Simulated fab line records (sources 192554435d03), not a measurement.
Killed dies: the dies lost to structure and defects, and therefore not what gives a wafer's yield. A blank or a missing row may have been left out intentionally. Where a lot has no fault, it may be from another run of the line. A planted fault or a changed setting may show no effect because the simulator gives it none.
Which of the tools did it?    flow n5_finfet    10 lots, 25 wafers sampled, at 7 steps of a route of 1938

== WHAT EACH GAUGE READ, for each wafer ==
N5_FIN_SAQP_INSPECT_40: inspects for defects (brightfield). Usual: raw_defect_count reads 242 (standard deviation 65).
lot   measured     on                 raw_defect_count  flag
L845  day 2 08:01  defect_inspect-01  262 242 300       
L847  day 2 21:12  defect_inspect-02  246 288           
L848  day 3 02:55  defect_inspect-02  201 311           
L850  day 3 14:16  defect_inspect-02  277 270           
L854  day 4 14:53  defect_inspect-02  579 588 598       OFF
L855  day 4 21:11  defect_inspect-01  141 362           
L856  day 5 03:23  defect_inspect-01  254 186 310       
L858  day 5 14:03  defect_inspect-01  574 662 616       OFF
L861  day 6 08:34  defect_inspect-01  237 295           
L863  day 6 19:43  defect_inspect-02  244 295 252       

N5_FIN_CUT_CD_MEAS_08 targets a cd of 29.1 nm. Usual: cd_nm reads 29.02 nm (standard deviation 0.26).
lot   measured     on         cd_nm (nm)         flag
L845  day 2 08:19  cd_sem-01  28.98 28.74 28.62  
L847  day 2 21:30  cd_sem-02  29.10 29.14        
L848  day 3 03:13  cd_sem-03  28.92 29.23        
L850  day 3 14:34  cd_sem-01  28.74 28.80        
L854  day 4 15:11  cd_sem-02  29.17 28.93 29.22  
L855  day 4 21:37  cd_sem-03  28.73 28.89        
L856  day 5 03:41  cd_sem-01  28.97 29.05 29.05  
L858  day 5 14:21  cd_sem-03  28.97 29.13 28.88  
L861  day 6 08:53  cd_sem-02  29.49 29.52        
L863  day 6 20:09  cd_sem-01  29.22 29.07 28.58  

N5_FIN_CUT_INSPECT_10: inspects for defects (brightfield). Usual: raw_defect_count reads 43 (standard deviation 10).
lot   measured     on                 raw_defect_count  flag
L845  day 2 08:24  defect_inspect-01  43 45 44          
L847  day 2 21:35  defect_inspect-01  55 36             
L848  day 3 03:18  defect_inspect-02  39 52             
L850  day 3 14:40  defect_inspect-01  49 50             
L854  day 4 15:17  defect_inspect-02  393 366 370       OFF
L855  day 4 21:43  defect_inspect-01  27 68             
L856  day 5 03:47  defect_inspect-02  55 36 48          
L858  day 5 14:26  defect_inspect-01  395 423 429       OFF
L861  day 6 08:58  defect_inspect-01  37 54             
L863  day 6 20:14  defect_inspect-02  34 47 38          

N5_FIN_CUT_INSPECT_17: inspects for defects (brightfield). Usual: raw_defect_count reads 244 (standard deviation 65).
lot   measured     on                 raw_defect_count  flag
L845  day 2 09:20  defect_inspect-02  247 238 298       
L847  day 2 22:32  defect_inspect-02  265 270           
L848  day 3 04:23  defect_inspect-01  228 317           
L850  day 3 15:37  defect_inspect-02  273 261           
L854  day 4 16:14  defect_inspect-01  596 582 585       OFF
L855  day 4 22:40  defect_inspect-02  136 372           
L856  day 5 04:44  defect_inspect-01  257 183 322       
L858  day 5 15:23  defect_inspect-01  592 671 607       OFF
L861  day 6 09:58  defect_inspect-01  243 293           
L863  day 6 21:11  defect_inspect-01  257 299 275       

== WHAT TOOL EACH LOT RAN ON (gives the tool, then ch and the chambers of the sampled wafers, and finally the start) ==
lot   N5_FIN_SAQP_SPACER1_ETCHBACK_25    N5_FIN_SAQP_ETCH_69                N5_FIN_SAQP_HM_OPEN_33
L845  rie_diel-01 ch 0,1, day 2 05:28    rie_diel-05 ch 0,1,3, day 2 06:34  rie_diel-05 ch 0,2,3, day 2 07:30
L847  rie_diel-04 ch 0,2, day 2 18:37    rie_diel-01 ch 0,2, day 2 19:32    rie_diel-01 ch 0,3, day 2 20:40
L848  rie_diel-05 ch 0,2, day 3 00:19    rie_diel-05 ch 0,1, day 3 01:14    rie_diel-05 ch 2,3, day 3 02:23
L850  rie_diel-01 ch 1, day 3 11:52      rie_diel-05 ch 0,3, day 3 12:52    rie_diel-04 ch 1,2, day 3 13:44
L854  rie_diel-01 ch 2,3, day 4 12:12    rie_diel-04 ch 0,2, day 4 13:19    rie_diel-05 ch 0,1,3, day 4 14:20
L855  rie_diel-04 ch 1,3, day 4 18:47    rie_diel-05 ch 0,1, day 4 19:44    rie_diel-05 ch 0,2, day 4 20:40
L856  rie_diel-05 ch 0,2, day 5 00:48    rie_diel-01 ch 1,2,3, day 5 01:46  rie_diel-01 ch 0,1,2, day 5 02:50
L858  rie_diel-01 ch 0,1, day 5 11:40    rie_diel-01 ch 2,3, day 5 12:38    rie_diel-01 ch 0,1, day 5 13:31
L861  rie_diel-05 ch 0,3, day 6 06:11    rie_diel-05 ch 0,1, day 6 07:06    rie_diel-01 ch 1,2, day 6 08:02
L863  rie_diel-05 ch 1,2,3, day 6 17:23  rie_diel-05 ch 0,1,3, day 6 18:18  rie_diel-05 ch 0,1,3, day 6 19:11
- N5_FIN_SAQP_SPACER1_ETCHBACK_25: etches SiO2 in CHF3/O2, target depth 24.4 nm, time 12.2 s.
- N5_FIN_SAQP_ETCH_69: etches SOC in N2/H2, stops on SiNx, target depth 150 nm.
- N5_FIN_SAQP_HM_OPEN_33: chemistry CH3F/O2, target SiNx, target depth 49.4 nm, time 70.6 s.

== WHAT THE TOOLS THEMSELVES READ (means of the sampled wafers that have a number; where no wafer has one, the mark that the record gives instead) ==
N5_FIN_SAQP_SPACER1_ETCHBACK_25. Usual: drypump_motor_current_A 5.7 A, standard deviation 0.49; oes_product_au 0.82 a.u., standard deviation 0.098; rf_fwd_power_W 645.5 W, standard deviation 2.2; rf_vpp_V 524 V, standard deviation 17; showerhead_plenum_p_Torr 2.41 Torr, standard deviation 0.059; throttle_valve_pct 19.00 %, standard deviation 0.22.
lot   tool         drypump_motor_current_A (A)  oes_product_au (a.u.)  rf_fwd_power_W (W)  rf_vpp_V (V)  showerhead_plenum_p_Torr (Torr)  throttle_valve_pct (%)  flag
L845  rie_diel-01  6.1                          0.79                   644.5               536           2.44                             19.11                   
L847  rie_diel-04  5.7                          0.75                   645.6               522           2.36                             18.89                   
L848  rie_diel-05  5.9                          0.85                   647.4               518           2.38                             18.98                   
L850  rie_diel-01  5.8                          0.71                   646.8               530           2.39                             19.48                   
L854  rie_diel-01  5.5                          0.81                   647.5               507           2.52                             19.05                   
L855  rie_diel-04  5.7                          0.80                   644.5               516           2.43                             19.00                   
L856  rie_diel-05  6.2                          0.79                   644.5               516           2.38                             19.06                   
L858  rie_diel-01  6.1                          0.77                   644.5               537           2.43                             19.15                   
L861  rie_diel-05  5.0                          0.93                   646.2               522           2.38                             18.84                   
L863  rie_diel-05  5.8                          0.86                   646.9               524           2.37                             18.96                   

N5_FIN_SAQP_ETCH_69. Usual: drypump_motor_current_A 5.7 A, standard deviation 0.5; oes_product_au 0.82 a.u., standard deviation 0.1; rf_fwd_power_W 844 W, standard deviation 3.1; rf_vpp_V 240.4 V, standard deviation 1; showerhead_plenum_p_Torr 2.53 Torr, standard deviation 0.057; throttle_valve_pct 17.9 %, standard deviation 0.32.
lot   tool         drypump_motor_current_A (A)  oes_product_au (a.u.)  rf_fwd_power_W (W)  rf_vpp_V (V)  showerhead_plenum_p_Torr (Torr)  throttle_valve_pct (%)  flag
L845  rie_diel-05  5.3                          0.78                   845                 239.8         2.49                             17.8                    
L847  rie_diel-01  5.8                          0.81                   840                 242.2         2.64                             17.9                    
L848  rie_diel-05  5.4                          0.96                   848                 240.1         2.48                             17.6                    
L850  rie_diel-05  5.0                          0.80                   842                 239.9         2.50                             17.8                    
L854  rie_diel-04  5.6                          0.72                   843                 240.4         2.52                             18.1                    
L855  rie_diel-05  5.4                          0.91                   844                 240.2         2.48                             17.6                    
L856  rie_diel-01  5.7                          0.77                   843                 241.1         2.59                             18.1                    
L858  rie_diel-01  5.8                          0.81                   845                 240.6         2.60                             17.8                    
L861  rie_diel-05  5.4                          0.87                   846                 240.8         2.46                             17.6                    
L863  rie_diel-05  5.3                          0.89                   847                 240.0         2.47                             17.6                    

N5_FIN_SAQP_HM_OPEN_33. Usual: drypump_motor_current_A 5.7 A, standard deviation 0.52; etch_rf_on_time_s 70.3 s, standard deviation 2.4; oes_product_au 0.69 a.u., standard deviation 0.087; rf_fwd_power_W 390.5 W, standard deviation 1.8; rf_vpp_V 297 V, standard deviation 8.9; showerhead_plenum_p_Torr 2.00 Torr, standard deviation 0.048; throttle_valve_pct 16.46 %, standard deviation 0.24.
lot   tool         drypump_motor_current_A (A)  etch_rf_on_time_s (s)  oes_product_au (a.u.)  rf_fwd_power_W (W)  rf_vpp_V (V)  showerhead_plenum_p_Torr (Torr)  throttle_valve_pct (%)  flag
L845  rie_diel-05  5.6                          72.2                   0.69                   390.8               294           1.99                             16.48                   
L847  rie_diel-01  6.2                          69.2                   0.73                   390.0               305           2.04                             16.39                   
L848  rie_diel-05  5.8                          72.2                   0.61                   390.5               294           1.98                             16.64                   
L850  rie_diel-04  5.5                          68.8                   0.71                   390.4               292           2.02                             16.46                   
L854  rie_diel-05  5.3                          70.4                   0.72                   390.8               299           1.98                             16.38                   
L855  rie_diel-05  5.9                          71.1                   0.70                   392.5               294           1.98                             16.44                   
L856  rie_diel-01  5.8                          71.4                   0.65                   391.2               296           2.04                             16.61                   
L858  rie_diel-01  6.1                          69.3                   0.66                   388.3               304           2.01                             16.58                   
L861  rie_diel-01  5.5                          71.2                   0.63                   391.2               292           2.05                             16.75                   
L863  rie_diel-05  5.3                          67.4                   0.78                   389.0               300           1.97                             16.25                   

== THE ANSWER, worked out from the rows above alone ==
Rule: take the mean of a lot's wafers that have a number; if it is more than 3 standard deviations from the usual mean, the lot is off. A lot without any number at a reading at which 4 lots or more have one is off too. The other lots that the step has rows for count as sound. Order of review: gauges by route order, followed by the tools' own readings, for which a lot's mean as printed above is used. At the first step where some lot is off, the reading lying furthest off is the one used; lots without a number count as furthest.
Off, at N5_FIN_SAQP_INSPECT_40 on raw_defect_count: L854, L858.
If a tool, at a process step before that reading, ran all the lots that are off and no sound lot after the first of them, it fits. Gauges at N5_FIN_SAQP_INSPECT_40: tried the same way as those tools. One candidate fits, namely rie_diel-01 at N5_FIN_SAQP_SPACER1_ETCHBACK_25. A fault onset in the window from L850 (day 3 11:52, its last sound lot) to L854 (day 4 12:12, its first lot off) fits.

== WHAT THE SIMULATOR HAD PUT IN ==
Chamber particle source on rie_diel-01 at N5_FIN_SAQP_SPACER1_ETCHBACK_25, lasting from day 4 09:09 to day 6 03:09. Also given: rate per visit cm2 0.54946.
Lots struck among those shown: L854, L858. The rule above found the same.
